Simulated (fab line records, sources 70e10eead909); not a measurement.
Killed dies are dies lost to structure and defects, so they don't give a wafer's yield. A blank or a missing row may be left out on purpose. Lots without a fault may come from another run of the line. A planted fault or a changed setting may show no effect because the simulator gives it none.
fab line records | flow nand_harc
record lots=24 wafers=72 last_day=24
route steps=1159 shown A_STAIRCASE@595
lots that met no fault: from a run of the same line without faults
start_h: hours from the record's first day to the start of the lot's first wafer shown | wait_h: hours since the lot's step before | " the same as in the row above | L1.1+2: a row that stands for several wafers | - no value, or no start given | * or withheld: withheld | < > ~ a bound
route shown NAME@n: a module of which the file shows steps, and the number in the route of the first | usual: mean/standard deviation of fault-free wafers | same: alike in all rows | chamber/n: place in a boat | sites: the reading at each site | _std_site: their standard deviation | _edge_site: outer sites' mean less inner sites' | radius_mm: how far each site lies from the wafer's centre | mask NAME#n: copy n | behind: the tool/chamber that last shaped the wafer | hold: why the lot was held/for how many hours/how that ended | device: the transistor (n, p or np) that didn't switch | end of line: the same wafers' tests at the end of the route | a step without rows: its recipe alone | killed: dies lost to structure and defects at the first sort, not the wafer's yield | map: a wafer's dies, x killed, . not, _ none there
set.NAME: the setting as run; set.NAME@STEP: as run at that earlier step | model.NAME: the simulator's own value behind a step, which no gauge read
steps of the route over a sample of lots; a table a step, a row a wafer
services: from which hour (start_h, from the record's first day; less than 0 if before it) a tool's chamber was out of use, for how many hours, and why
## steps
# step NHARC_A_STAIRCASE_ETCH_201
# recipe target_depth_a=1000 time_s=40.5 ion_energy_ev=400 c4f8_flow_sccm=20 o2_flow_sccm=10 ar_flow_sccm=withheld rf_w=600 bias_w=1000 chemistry=C4F8/O2
# usual oes_product_au=0.943/0.019 rf_vpp_V=894/5.2
# columns lot.wafer tool chamber start_h wait_h oes_product_au rf_hours_counter_h rf_vpp_V
L076.2 rie_diel-02 3 - - 0.956 40 903
L076.6 " 0 " " 0.961 - 902
L076.5 " 1 " " 0.935 - 888
L074.4 rie_diel-03 3 - - 0.946 9 890
L074.1 " 0 " " 0.925 7 897
L074.3 " 1 " " 0.915 9 892
L077.3 rie_diel-03 3 - - 0.932 10 891
L077.2 " 0 " " 0.935 9 898
L077.4 " 1 " " 0.931 10 892
L078.3 rie_diel-02 2 - - 0.927 38 885
L078.6 " 2 " " 0.924 - 887
L078.4 " 3 " " 0.925 - 903
L075.3 rie_diel-11 0 - - 0.942 24 890
L075.1 " 1 " " 0.929 25 900
L075.6 " 0 " " 0.953 - 889
L079.3 rie_diel-11 3 - - 0.948 25 896
L079.4 " 1 " " 0.938 27 900
L079.5 " 3 " " 0.944 - 894
L080.2 rie_diel-11 0 - - 0.949 29 889
L080.6 " 1 " " 0.934 - 900
L080.5 " 2 " " 0.955 - 891
L081.2 rie_diel-11 3 - - 0.942 31 893
L081.3 " 0 " " 0.958 33 890
L081.4 " 1 " " 0.936 35 898
L083.4 rie_diel-11 0 - - 0.960 35 891
L083.2 " 1 " " 0.941 37 899
L083.6 " 0 " " 0.956 - 890
L082.1 rie_diel-03 1 - - 0.917 21 891
L082.6 " 1 " " 0.912 - 890
L082.4 " 2 " " 0.945 - 901
L087.1 rie_diel-03 3 - - 0.921 33 889
L087.3 " 1 " " 0.921 31 890
L087.5 " 3 " " 0.921 - 891
L084.1 rie_diel-02 1 - - 0.934 61 886
L084.3 " 3 " " 0.942 64 903
L084.2 " 0 " " 0.931 65 900
L085.3 rie_diel-11 3 - - 0.945 42 893
L085.5 " 0 " " 0.954 - 889
L085.6 " 1 " " 0.930 - 898
L086.3 rie_diel-11 0 328.41 - 1.013 44 889
L086.4 " 2 " " 0.995 45 894
L086.1 " 3 " " 1.004 43 894
L090.4 rie_diel-11 1 - - 0.922 51 899
L090.1 " 2 " " 0.934 50 891
L090.5 " 1 " " 0.924 - 901
L089.4 rie_diel-03 0 - - 0.931 36 897
L089.1 " 2 " " 0.961 42 900
L089.5 " 0 " " 0.935 - 896
L091.1 rie_diel-03 2 - - 0.973 43 899
L091.3 " 3 " " 0.935 42 891
L091.6 " 2 " " 0.974 - 898
L088.2 rie_diel-02 1 - - 0.944 1 888
L088.3 " 3 " " 0.938 1 901
L088.1 " 0 " " 0.934 1 899
L092.1 rie_diel-11 0 - - 0.954 54 889
L092.3 " 1 " " 0.933 57 900
L092.6 " 3 " " 0.952 - 895
L093.3 rie_diel-02 1 - - 0.963 7 888
L093.1 " 2 " " 0.966 6 906
L093.6 " 1 " " 0.960 - 886
L094.4 rie_diel-03 1 - - 0.917 47 891
L094.2 " 2 " " 0.932 50 900
L094.1 " 3 " " 0.924 48 889
L095.4 rie_diel-02 0 - - 0.936 11 900
L095.1 " 2 " " 0.961 10 904
L095.5 " 1 " " 0.956 - 885
L097.2 rie_diel-03 3 - - 0.930 55 890
L097.3 " 1 " " 0.931 54 892
L097.6 " 3 " " 0.926 - 889
L096.2 rie_diel-11 0 - - 0.960 0 887
L096.1 " 1 " " 0.942 0 899
L096.6 " 3 " " 0.952 - 894
# step NHARC_A_STAIRCASE_DESCUM_219
# recipe time_s=3 o2_flow_sccm=200 ar_flow_sccm=0 bias_power_w=0 chemistry=O2
# usual drypump_motor_current_A=5.9/0.44 oes_product_au=1.000/0.011 rf_vpp_V=57.8/0.77 showerhead_plenum_p_Torr=1.90/0.08 throttle_valve_pct=11.312/0.01
# columns lot.wafer tool chamber start_h wait_h drypump_motor_current_A oes_product_au rf_hours_counter_h rf_vpp_V showerhead_plenum_p_Torr throttle_valve_pct
L076.2 rie_diel-03 3 257.43 - 5.2 1.003 9 57.8 1.84 11.299
L076.5 " 2 " " 5.8 1.008 - 57.8 1.98 11.308
L076.6 " 3 " " 5.2 1.003 - 57.4 1.84 11.331
L074.3 rie_diel-11 3 257.57 - 6.0 0.984 20 58.1 1.88 11.309
L074.1 " 0 " " 6.1 1.005 21 56.9 1.82 11.281
L074.4 " 2 " " 6.4 1.006 22 58.6 1.85 11.305
L077.3 rie_diel-11 1 259.75 - 5.7 0.996 24 56.8 1.97 11.316
L077.4 " 2 " " 6.5 1.010 23 57.6 1.85 11.303
L077.2 " 3 " " 6.0 1.002 22 58.6 1.88 11.330
L078.4 rie_diel-03 2 260.03 - 5.7 1.021 13 58.2 1.98 11.334
L078.3 " 3 " " 5.2 0.999 11 56.8 1.84 11.317
L078.6 " 2 " " 5.8 1.017 - 57.8 1.98 11.318
L075.1 rie_diel-11 2 263.99 - 6.4 1.007 25 57.8 1.85 11.337
L075.3 " 3 " " 6.0 0.992 24 57.9 1.88 11.323
L075.6 " 0 " " 6.0 1.007 - 57.9 1.82 11.312
L079.4 rie_diel-11 1 268.78 - 5.7 1.002 27 58.0 1.97 11.317
L079.3 " 2 " " 6.4 1.000 27 57.8 1.85 11.315
L079.5 " 3 " " 6.0 1.002 - 57.1 1.88 11.309
L080.2 rie_diel-02 1 275.96 - 5.4 0.984 44 57.4 1.78 11.303
L080.5 " 1 " " 5.4 0.994 - 56.9 1.78 11.306
L080.6 " 2 " " 6.4 1.005 - 57.2 1.76 11.319
L081.4 rie_diel-11 1 289.43 - 5.7 1.002 35 59.6 1.97 11.311
L081.3 " 2 " " 6.4 1.018 34 56.9 1.85 11.300
L081.2 " 3 " " 6.0 0.992 31 58.1 1.87 11.295
L083.2 rie_diel-03 2 299.48 - 5.7 1.004 25 57.5 1.98 11.298
L083.4 " 1 " " 5.3 0.976 - 58.1 1.84 11.306
L083.6 " 2 " " 5.7 1.016 - 58.0 1.98 11.301
L082.4 rie_diel-11 0 300.45 - 6.1 1.012 35 56.5 1.82 11.295
L082.1 " 3 " " 6.0 1.006 34 58.1 1.87 11.334
L082.6 " 0 " " 6.0 1.015 - 58.1 1.82 11.302
L087.1 rie_diel-03 0 326.74 - 5.7 0.986 30 56.9 1.93 11.315
L087.3 " 1 " " 5.2 0.982 32 57.8 1.84 11.301
L087.5 " 3 " " 5.2 0.999 - 57.6 1.83 11.303
L084.3 rie_diel-03 2 327.01 - 5.7 1.015 34 58.2 1.97 11.327
L084.1 " 3 " " 5.2 0.996 34 57.0 1.83 11.314
L084.2 " 1 " " 5.3 0.993 32 57.4 1.84 11.309
L085.3 rie_diel-11 0 329.79 - 6.0 1.006 45 56.4 1.81 11.303
L085.6 " 1 " " 5.7 0.992 - 57.9 1.97 11.321
L085.5 " 2 " " 6.4 0.995 - 57.4 1.84 11.305
L086.1 rie_diel-11 3 330.44 - 6.0 1.004 44 57.3 1.87 11.300
L086.3 " 0 " " 6.1 0.999 45 58.2 1.81 11.314
L086.4 " 2 " " 6.4 0.995 46 56.7 1.84 11.326
L090.4 rie_diel-02 2 339.37 - 6.5 1.006 0 59.0 2.08 11.314
L090.1 " 0 " " 5.4 0.989 1 58.5 1.99 11.315
L090.5 " 2 " " 6.4 1.011 - 58.2 2.08 11.309
L089.4 rie_diel-11 0 340.29 - 6.0 1.013 50 58.2 1.81 11.313
L089.1 " 1 " " 5.7 0.989 53 58.2 1.96 11.313
L089.5 " 2 " " 6.4 0.997 - 58.1 1.84 11.306
L091.1 rie_diel-03 0 342.00 - 5.8 0.995 38 58.7 1.93 11.326
L091.3 " 3 " " 5.2 0.998 43 57.3 1.83 11.307
L091.6 " 1 " " 5.2 0.990 - 57.5 1.83 11.313
L088.2 rie_diel-02 1 342.57 - 5.4 1.013 2 57.5 1.78 11.318
L088.1 " 3 " " 6.7 1.011 1 57.1 2.01 11.321
L088.3 " 0 " " 5.4 0.997 2 58.4 1.99 11.318
L092.1 rie_diel-11 0 354.31 - 6.0 1.003 55 57.0 1.81 11.299
L092.3 " 2 " " 6.4 1.004 58 58.1 1.84 11.309
L092.6 " 0 " " 6.0 1.006 - 57.0 1.81 11.319
L093.1 rie_diel-11 1 356.51 - 5.7 0.993 59 57.6 1.96 11.318
L093.3 " 0 " " 6.1 1.005 56 57.4 1.81 11.312
L093.6 " 1 " " 5.7 0.990 - 57.1 1.96 11.315
L094.1 rie_diel-03 3 359.71 - 5.2 0.971 50 57.8 1.83 11.318
L094.2 " 1 " " 5.3 0.976 50 57.3 1.83 11.316
L094.4 " 2 " " 5.8 1.004 53 58.1 1.97 11.311
L095.1 rie_diel-02 3 367.83 - 6.7 1.004 10 58.6 2.01 11.321
L095.4 " 0 " " 5.4 0.997 11 57.7 1.98 11.325
L095.5 " 3 " " 6.7 1.003 - 57.1 2.01 11.305
L097.2 rie_diel-02 0 375.12 - 5.4 0.978 14 58.5 1.98 11.296
L097.3 " 2 " " 6.5 1.019 14 58.8 2.07 11.320
L097.6 " 3 " " 6.7 1.000 - 58.9 2.01 11.292
L096.2 rie_diel-11 3 378.78 - 6.0 0.993 0 57.6 1.87 11.327
L096.1 " 1 " " 5.7 0.991 1 57.0 1.96 11.318
L096.6 " 3 " " 6.0 0.990 - 58.6 1.87 11.306
# step NHARC_A_STAIRCASE_ETCH_230
# recipe target_depth_a=1000 time_s=40.5 ion_energy_ev=400 c4f8_flow_sccm=20 o2_flow_sccm=10 ar_flow_sccm=withheld rf_w=600 bias_w=1000 chemistry=C4F8/O2
# usual oes_product_au=0.946/0.019 rf_vpp_V=895/5.3
# columns lot.wafer tool chamber start_h wait_h oes_product_au rf_hours_counter_h rf_vpp_V
L076.2 rie_diel-03 1 - - 0.929 11 892
L076.6 " 3 " " 0.937 - 892
L076.5 " 0 " " 0.927 - 898
L074.3 rie_diel-03 1 - - 0.919 11 892
L074.1 " 2 " " 0.958 12 899
L074.4 " 0 " " 0.938 9 897
L077.4 rie_diel-11 2 - - 0.938 24 894
L077.3 " 3 " " 0.924 23 893
L077.2 " 1 " " 0.933 25 899
L078.4 rie_diel-02 3 261.52 0.2 0.941 - 902
L078.3 " 0 " " 0.952 - 901
L078.6 " 0 " " 0.944 - 901
L075.3 rie_diel-03 1 - - 0.929 12 892
L075.1 " 2 " " 0.949 13 900
L075.6 " 1 " " 0.933 - 891
L079.4 rie_diel-11 2 - - 0.953 28 891
L079.3 " 1 " " 0.932 28 900
L079.5 " 2 " " 0.965 - 891
L080.2 rie_diel-02 0 - - 0.912 49 901
L080.6 " 0 " " 0.918 - 902
L080.5 " 1 " " 0.927 - 886
L081.2 rie_diel-11 0 - - 0.951 34 890
L081.4 " 1 " " 0.946 36 899
L081.3 " 2 " " 0.959 34 893
L083.2 rie_diel-02 1 - - 0.966 52 887
L083.4 " 2 " " 0.976 48 886
L083.6 " 1 " " 0.966 - 887
L082.1 rie_diel-11 1 - - 0.939 38 898
L082.4 " 3 " " 0.950 34 894
L082.6 " 1 " " 0.939 - 899
L087.3 rie_diel-11 2 328.16 - 0.998 45 893
L087.1 " 1 " " 1.000 46 900
L087.5 " 3 " " 0.999 - 892
L084.2 rie_diel-03 1 - - 0.930 33 890
L084.1 " 2 " " 0.955 35 900
L084.3 " 3 " " 0.936 35 891
L085.3 rie_diel-11 2 - - 0.932 47 892
L085.6 " 1 " " 0.911 - 899
L085.5 " 2 " " 0.930 - 891
L086.4 rie_diel-11 1 - - 0.915 49 900
L086.1 " 2 " " 0.933 48 891
L086.3 " 3 " " 0.927 45 893
L090.4 rie_diel-03 0 - - 0.914 37 896
L090.1 " 3 " " 0.914 42 890
L090.5 " 0 " " 0.921 - 896
L089.1 rie_diel-02 2 - - 0.962 1 906
L089.4 " 0 " " 0.971 2 901
L089.5 " 2 " " 0.974 - 905
L091.1 rie_diel-11 2 - - 0.976 54 892
L091.3 " 3 " " 0.968 50 893
L091.6 " 1 " " 0.968 - 899
L088.1 rie_diel-02 2 - - 0.945 2 906
L088.3 " 3 " " 0.952 2 901
L088.2 " 0 " " 0.937 2 901
L092.3 rie_diel-11 2 - - 0.945 58 891
L092.1 " 3 " " 0.962 55 892
L092.6 " 1 " " 0.939 - 899
L093.1 rie_diel-11 1 - - 0.931 60 899
L093.3 " 3 " " 0.957 56 894
L093.6 " 1 " " 0.934 - 899
L094.4 rie_diel-11 3 - - 0.949 57 893
L094.1 " 0 " " 0.975 58 889
L094.2 " 1 " " 0.956 61 898
L095.4 rie_diel-02 1 - - 0.952 13 888
L095.1 " 2 " " 0.951 11 904
L095.5 " 3 " " 0.949 - 903
L097.2 rie_diel-02 2 - - 0.954 15 907
L097.3 " 0 " " 0.945 15 900
L097.6 " 2 " " 0.952 - 907
L096.2 rie_diel-11 0 - - 0.943 1 890
L096.1 " 2 " " 0.943 1 890
L096.6 " 0 " " 0.941 - 889
# step NHARC_A_STAIRCASE_ETCH_253
# recipe target_depth_a=500 time_s=20.2 ion_energy_ev=400 c4f8_flow_sccm=20 o2_flow_sccm=10 ar_flow_sccm=withheld rf_w=600 bias_w=1000 chemistry=C4F8/O2
# usual oes_product_au=0.949/0.019 rf_vpp_V=895/5.7
# columns lot.wafer tool chamber start_h wait_h oes_product_au rf_hours_counter_h rf_vpp_V
L076.2 rie_diel-03 3 261.60 0.1 0.975 12 892
L076.5 " 1 " " 0.936 - 890
L076.6 " 2 " " 0.988 - 900
L074.1 rie_diel-11 1 262.07 0.1 0.936 26 899
L074.3 " 2 " " 0.951 25 891
L074.4 " 0 " " 0.947 24 888
L077.4 rie_diel-03 3 264.63 0.1 0.962 12 890
L077.3 " 0 " " 0.971 11 897
L077.2 " 1 " " 0.951 12 892
L078.3 rie_diel-02 1 264.91 0.1 0.943 40 887
L078.4 " 3 " " 0.938 43 903
L078.6 " 1 " " 0.940 - 887
L075.3 rie_diel-03 0 267.99 0.1 0.960 12 897
L075.1 " 2 " " 0.977 14 900
L075.6 " 1 " " 0.934 - 891
L079.3 rie_diel-02 2 273.17 0.1 0.977 41 887
L079.4 " 3 " " 0.950 46 903
L079.5 " 1 " " 0.966 - 887
L080.2 rie_diel-11 2 280.33 0.1 0.961 31 892
L080.5 " 0 " " 0.963 - 891
L080.6 " 1 " " 0.964 - 899
L081.3 rie_diel-02 2 293.16 0.1 0.926 46 886
L081.4 " 3 " " 0.925 54 903
L081.2 " 0 " " 0.915 56 901
L083.2 rie_diel-11 2 303.43 0.1 0.964 38 892
L083.4 " 0 " " 0.980 36 889
L083.6 " 3 " " 0.968 - 892
L082.1 rie_diel-03 2 304.43 0.1 0.984 26 899
L082.4 " 3 " " 0.943 25 891
L082.6 " 1 " " 0.959 - 892
L087.1 rie_diel-03 3 330.75 0.1 0.959 35 890
L087.3 " 0 " " 0.943 32 896
L087.5 " 3 " " 0.955 - 891
L084.2 rie_diel-11 2 331.29 0.3 0.926 47 890
L084.1 " 0 " " 0.934 46 890
L084.3 " 1 " " 0.921 48 898
L085.3 rie_diel-11 1 334.90 0.2 0.945 50 898
L085.6 " 2 " " 0.955 - 892
L085.5 " 3 " " 0.950 - 893
L086.4 rie_diel-03 0 335.49 0.1 0.913 34 897
L086.3 " 2 " " 0.944 41 899
L086.1 " 3 " " 0.923 40 893
L090.1 rie_diel-11 3 343.29 0.1 0.968 50 894
L090.4 " 0 " " 0.957 51 889
L090.5 " 0 " " 0.959 - 889
L089.4 rie_diel-02 3 344.63 0.1 0.955 2 900
L089.1 " 1 " " 0.949 3 888
L089.5 " 2 " " 0.945 - 906
L088.1 rie_diel-11 0 346.36 0.1 0.933 52 889
L088.3 " 1 " " 0.915 55 898
L088.2 " 3 " " 0.926 51 894
L091.1 rie_diel-11 3 346.60 0.1 0.941 51 894
L091.3 " 1 " " 0.925 55 899
L091.6 " 3 " " 0.927 - 893
L092.1 rie_diel-02 3 358.22 0.1 0.960 8 900
L092.3 " 2 " " 0.965 9 905
L092.6 " 3 " " 0.966 - 901
L093.3 rie_diel-03 3 361.37 0.1 0.964 51 890
L093.1 " 0 " " 0.982 46 896
L093.6 " 2 " " 0.974 - 900
L094.1 rie_diel-02 1 363.97 0.1 0.920 11 886
L094.2 " 3 " " 0.933 9 901
L094.4 " 0 " " 0.905 10 901
L095.4 rie_diel-02 1 371.87 0.1 0.955 14 887
L095.1 " 3 " " 0.964 11 902
L095.5 " 1 " " 0.952 - 886
L097.2 rie_diel-11 1 379.22 0.1 0.953 1 900
L097.3 " 2 " " 0.968 1 893
L097.6 " 3 " " 0.949 - 894
L096.1 rie_diel-02 2 382.46 0.1 0.978 17 907
L096.2 " 1 " " 0.981 19 888
L096.6 " 2 " " 0.963 - 905
# step NHARC_A_STAIRCASE_HM_DEP_456
# recipe target_thk_a=15000 temp_c=400 material=aC
# usual throttle_valve_pct=34.999/0.01
# columns lot.wafer tool chamber start_h wait_h throttle_valve_pct
L074.1 acl_dep-03 0 264.13 - 35.000
L074.3 " 0 " " 34.991
L074.4 " 0 " " 35.018
L076.2 acl_dep-01 0 264.28 - 34.993
L076.5 " 0 " " 35.002
L076.6 " 0 " " 34.996
L077.2 acl_dep-01 0 266.14 - 35.008
L077.3 " 0 " " 35.006
L077.4 " 0 " " 34.996
L078.3 acl_dep-03 0 266.61 - 35.004
L078.4 " 0 " " 35.017
L078.6 " 0 " " 35.003
L075.1 acl_dep-02 0 268.93 - 34.993
L075.3 " 0 " " 34.988
L075.6 " 0 " " 34.994
L079.3 acl_dep-01 0 274.68 - 35.002
L079.4 " 0 " " 34.991
L079.5 " 0 " " 35.001
L080.2 acl_dep-02 0 281.65 - 34.985
L080.5 " 0 " " 34.998
L080.6 " 0 " " 34.994
L081.2 acl_dep-03 0 294.36 - 35.016
L081.3 " 0 " " 35.002
L081.4 " 0 " " 34.994
L083.2 acl_dep-03 0 306.80 - 34.998
L083.4 " 0 " " 35.003
L083.6 " 0 " " 34.997
L082.1 acl_dep-02 0 307.04 - 35.001
L082.4 " 0 " " 35.012
L082.6 " 0 " " 35.007
L087.1 acl_dep-02 0 333.59 - 34.995
L087.3 " 0 " " 35.011
L087.5 " 0 " " 35.018
L084.1 acl_dep-02 0 335.44 - 34.992
L084.2 " 0 " " 35.016
L084.3 " 0 " " 34.981
L085.3 acl_dep-03 0 338.04 - 34.996
L085.5 " 0 " " 35.000
L085.6 " 0 " " 34.996
L086.1 acl_dep-01 0 338.59 - 35.006
L086.3 " 0 " " 35.001
L086.4 " 0 " " 35.005
L090.1 acl_dep-02 0 345.20 - 34.998
L090.4 " 0 " " 35.012
L090.5 " 0 " " 34.964
L089.1 acl_dep-03 0 347.69 - 35.004
L089.4 " 0 " " 34.996
L089.5 " 0 " " 34.998
L088.1 acl_dep-03 0 350.19 - 35.005
L088.2 " 0 " " 35.010
L088.3 " 0 " " 34.997
L091.1 acl_dep-01 0 350.31 - 34.999
L091.3 " 0 " " 35.007
L091.6 " 0 " " 34.983
L092.1 acl_dep-01 0 360.50 - 34.999
L092.3 " 0 " " 34.990
L092.6 " 0 " " 35.014
L093.1 acl_dep-01 0 362.33 - 34.984
L093.3 " 0 " " 34.997
L093.6 " 0 " " 34.994
L094.1 acl_dep-03 0 365.39 - 35.001
L094.2 " 0 " " 35.006
L094.4 " 0 " " 34.987
L095.1 acl_dep-01 0 372.82 - 34.993
L095.4 " 0 " " 35.018
L095.5 " 0 " " 35.013
L097.2 acl_dep-03 0 381.60 - 34.993
L097.3 " 0 " " 34.997
L097.6 " 0 " " 35.007
L096.1 acl_dep-02 0 383.37 - 34.980
L096.2 " 0 " " 35.000
L096.6 " 0 384.92 - 35.002
# step NHARC_A_STAIRCASE_DEP_259
# recipe target_thk_a=300 target_thk_nm=30 temp_c=400 pressure_torr=3.5 flow_sccm=200 rf_w=350 material=SiON
# usual heater_power_w=747/130 showerhead_vpp_V=1179/48
# columns lot.wafer tool chamber start_h wait_h heater_power_w showerhead_vpp_V
L076.2 pecvd-01 2 265.91 1.3 542 1165
L076.6 " 0 " " 834 1138
L076.5 " 2 " " 538 1148
L074.1 pecvd-02 1 266.01 1.6 704 1263
L074.3 " 0 " " 932 1231
L074.4 " 2 " " 666 1196
L077.3 pecvd-02 2 267.71 1.0 813 1178
L077.2 " 0 " " 886 1268
L077.4 " 0 " " 948 1225
L078.3 pecvd-01 2 267.92 1.0 542 1167
L078.4 " 0 " " 843 1129
L078.6 " 2 " " 544 1173
L075.1 pecvd-01 0 270.84 1.6 776 1124
L075.3 " 1 " " 693 1107
L075.6 " 2 " " 569 1158
L079.3 pecvd-04 0 275.95 1.0 786 1236
L079.4 " 0 " " 801 1226
L079.5 " 1 " " 940 1163
L080.2 pecvd-04 2 283.24 1.3 678 1139
L080.6 " 1 " " 921 1156
L080.5 " 2 " " 680 1124
L081.3 pecvd-02 1 296.44 1.5 718 1260
L081.2 " 2 " " 737 1168
L081.4 " 0 " " 921 1219
L083.2 pecvd-01 2 308.40 1.3 545 1191
L083.4 " 1 " " 656 1088
L083.6 " 2 " " 542 1162
L082.1 pecvd-02 0 308.90 1.6 821 1257
L082.6 " 1 " " 645 1241
L082.4 " 2 " " 777 1183
L087.1 pecvd-04 2 335.46 1.6 615 1146
L087.3 " 2 " " 623 1139
L087.5 " 2 " " 644 1152
L084.2 pecvd-01 2 337.54 1.5 466 1176
L084.1 " 0 " " 842 1123
L084.3 " 0 " " 884 1121
L085.3 pecvd-01 2 339.66 1.3 564 1166
L085.6 " 0 " " 840 1127
L085.5 " 2 " " 565 1178
L086.1 pecvd-04 2 341.03 2.1 731 1150
L086.4 " 1 " " 938 1153
L086.3 " 2 " " 729 1146
L090.1 pecvd-02 1 347.11 1.6 651 1251
L090.4 " 1 " " 675 1241
L090.5 " 2 " " 636 1200
L089.1 pecvd-02 0 349.59 1.6 848 1228
L089.4 " 0 " " 875 1234
L089.5 " 2 " " 747 1177
L088.3 pecvd-01 1 352.03 0.9 694 1089
L088.1 " 2 " " 519 1153
L088.2 " 0 " " 900 1131
L091.3 pecvd-02 0 352.19 1.0 775 1241
L091.1 " 2 " " 656 1160
L091.6 " 2 " " 683 1189
L092.1 pecvd-04 0 362.36 1.6 884 1219
L092.3 " 2 " " 723 1145
L092.6 " 0 " " 885 1224
L093.1 pecvd-02 1 364.23 1.6 649 1228
L093.3 " 2 " " 733 1167
L093.6 " 0 " " 804 1232
L094.2 pecvd-04 0 367.57 1.6 895 1234
L094.1 " 1 " " 955 1144
L094.4 " 1 " " 997 1163
L095.1 pecvd-01 2 374.71 1.6 538 1182
L095.4 " 0 " " 863 1109
L095.5 " 1 " " 676 1108
L097.3 pecvd-02 1 383.15 0.9 696 1240
L097.2 " 0 " " 909 1244
L097.6 " 1 " " 700 1263
L096.1 pecvd-02 2 385.44 1.8 705 1184
L096.2 " 0 " " 765 1218
L096.6 " 1 " " 714 1248
## services
# columns tool chamber start_h hours kind
pecvd-01 - 237.34 13.0 pm
rie_diel-11 0 247.53 - clean
rie_diel-11 1 247.53 - clean
rie_diel-11 2 247.53 - clean
rie_diel-11 3 247.53 - clean
rie_diel-02 1 257.50 4.1 repair
rie_diel-02 2 258.44 3.6 repair
rie_diel-11 0 272.03 - clean
rie_diel-11 1 272.03 - clean
rie_diel-11 2 272.03 - clean
rie_diel-11 3 272.03 - clean
rie_diel-11 3 277.80 4.9 repair
rie_diel-02 2 280.39 2.5 repair
acl_dep-01 - 295.23 13.0 pm
rie_diel-02 2 304.28 2.5 repair
rie_diel-02 - 319.51 0.7 repair
rie_diel-02 - 328.07 9.0 pm
pecvd-02 - 334.00 13.0 pm
acl_dep-02 - 349.23 13.0 pm
pecvd-01 0 360.10 13.8 repair
rie_diel-11 - 366.63 9.0 pm
pecvd-02 - 369.11 0.8 repair
pecvd-04 - 377.30 13.0 pm
rie_diel-02 - 378.95 0.4 repair
## key
fault none
